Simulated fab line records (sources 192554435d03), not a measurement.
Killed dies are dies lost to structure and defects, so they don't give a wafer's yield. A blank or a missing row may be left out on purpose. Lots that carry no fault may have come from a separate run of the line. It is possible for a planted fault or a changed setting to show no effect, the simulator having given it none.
Split-lot experiment -- flow n5-finfet -- route with 1938 steps; 7 lots, 39 wafers read

SPLIT DETAILS
At N5_HKMG_FIN_ETCH_32 (etches SOC in N2/H2, target depth 240 nm, time 300 s), the setting target-depth-a was moved away from the recipe's 2400 angstrom on 15 of the 39 wafers read, by -12.7% to +12.5%. This setting was run at the recipe's value on the other wafers.

Reading taken at the split's own step.

THE READING
SiARC_of_HKMG_FIN_COAT_30.thk-nm (the simulator's own value, which no gauge read), in nm, at N5_HKMG_FIN_ETCH_32 (etches SOC in N2/H2, target depth 240 nm, time 300 s). The file gives no usual value for it. Across the 24 wafers here that went through the recipe, the average is 21.1 nm and the standard deviation 0.42 nm.

wafer,"tool, chamber at the split","target-depth-a as run, angstrom",against the recipe,"SiARC_of_HKMG_FIN_COAT_30.thk-nm, nm",against lot-mates on the recipe
L074.1,"rie-diel-02, 3",2700,+12.5%,19.2,-1.7
L074.2,"rie-diel-02, 1",2400,recipe,21.2,-
L074.3,"rie-diel-02, 0",2700,+12.5%,19.6,-1.3
L074.4,"rie-diel-02, 2",2400,recipe,20.4,-
L074.5,"rie-diel-02, 0",2700,+12.5%,19.4,-1.5
L074.6,"rie-diel-02, 3",2400,recipe,21,-
L078.1,"rie-diel-06, 1",2400,recipe,20.6,-
L078.2,"rie-diel-06, 0",2400,recipe,20.6,-
L078.3,"rie-diel-06, 2",2486,+3.6%,20.2,-0.4
L078.4,"rie-diel-06, 0",2486,+3.6%,20.2,-0.4
L078.5,"rie-diel-06, 1",2400,recipe,20.6,-
L078.6,"rie-diel-06, 2",2486,+3.6%,20.4,-0.2
L083.1,"rie-diel-02, 3",2400,recipe,21.4,-
L083.2,"rie-diel-02, 1",2400,recipe,21.6,-
L083.4,"rie-diel-02, 0",2400,recipe,21.6,-
L084.1,"rie-diel-01, 1",2118,-11.8%,23,+1.6
L084.2,"rie-diel-01, 2",2400,recipe,20.8,-
L084.3,"rie-diel-01, 0",2118,-11.8%,23.4,+2.0
L084.4,"rie-diel-01, 3",2400,recipe,21.6,-
L084.5,"rie-diel-01, 3",2118,-11.8%,23.2,+1.8
L084.6,"rie-diel-01, 0",2400,recipe,21.8,-
L087.1,"rie-diel-06, 1",2096,-12.7%,22.6,+1.8
L087.2,"rie-diel-06, 2",2400,recipe,21,-
L087.3,"rie-diel-06, 0",2400,recipe,20.8,-
L087.4,"rie-diel-06, 3",2096,-12.7%,22.6,+1.8
L087.5,"rie-diel-06, 3",2400,recipe,20.6,-
L087.6,"rie-diel-06, 2",2096,-12.7%,22.8,+2.0
L089.1,"rie-diel-02, 1",2400,recipe,21.4,-
L089.2,"rie-diel-02, 3",2400,recipe,21,-
L089.3,"rie-diel-02, 2",2400,recipe,20.6,-
L089.4,"rie-diel-02, 0",2400,recipe,21.4,-
L089.5,"rie-diel-02, 1",2400,recipe,21.4,-
L089.6,"rie-diel-02, 0",2400,recipe,21.4,-
L094.1,"rie-diel-01, 0",2538,+5.8%,21,-0.2
L094.2,"rie-diel-01, 3",2538,+5.8%,20.8,-0.4
L094.3,"rie-diel-01, 1",2400,recipe,21,-
L094.4,"rie-diel-01, 2",2400,recipe,20.8,-
L094.5,"rie-diel-01, 3",2538,+5.8%,20.8,-0.4
L094.6,"rie-diel-01, 0",2400,recipe,21.8,-

FIT RESULTS
A straight line over all 39 wafers: SiARC_of_HKMG_FIN_COAT_30.thk-nm changes by -0.14 nm for each +1% of target-depth-a; r = -0.90; the points scatter about the line by 0.42 nm.
The same after taking each lot's own level away (the mean of its wafers on the recipe; 39 wafers): -0.132 nm for each +1%; r = -0.95; scatter 0.29 nm.
The reading moves by 1.7 nm for the largest change in target-depth-a, on that fit.
From 20.60 to 21.53 nm: that is the span of the lots' own levels, equal to 2.2 times the standard deviation above.
Consequently the slope shifts little with the lot-to-lot level, the two slopes agreeing.
Check: for one of the wafers moved furthest among these (-12.7%), held out of the fit, the line's prediction against its lot-mates is +1.76 nm. Against them it came out at +1.8 nm.

ADDITIONAL SPLITS CARRIED BY THESE WAFERS
Before the reading, these wafers also passed through other splits. Each is held against what the fit with the lots' levels taken away leaves over:
other split on the same wafers,wafers away from the commonest value,r with SiARC_of_HKMG_FIN_COAT_30.thk-nm (lot level and that fit taken away)
N5_DUMMY_GATE_CVD_03 temp-c,33,-0.01
N5_DUMMY_GATE_EXPOSE_12 dose-mj,15,-0.18
N5_DUMMY_GATE_ETCH_31 target-depth-a,12,-0.03
N5_SD_EPI_N_ETCH_35 time-s,15,+0.17

THE WHOLE CHAIN: every reading that the file lists as answering this split, in the file's order
step,what it does,reading,change (the file's fit),r (the file's)
N5_HKMG_FIN_ETCH_32,"etches SOC in N2/H2, target depth 240 nm, time 300 s","etch.depth-nm (the simulator's own value, which no gauge read)",+2.41 nm for each +1% of the setting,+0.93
N5_HKMG_FIN_ETCH_32,"etches SOC in N2/H2, target depth 240 nm, time 300 s","HKMG_FIN.feature-depth-nm (the simulator's own value, which no gauge read)",+2.41 nm for each +1% of the setting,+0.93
N5_HKMG_FIN_ETCH_32,"etches SOC in N2/H2, target depth 240 nm, time 300 s","SiARC_of_HKMG_FIN_COAT_30.thk-nm (the simulator's own value, which no gauge read)",-0.132 nm for each +1% of the setting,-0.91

FILE'S OWN FIT
SiARC_of_HKMG_FIN_COAT_30.thk-nm changes by -0.132 nm for each +1% of target-depth-a, r = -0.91.
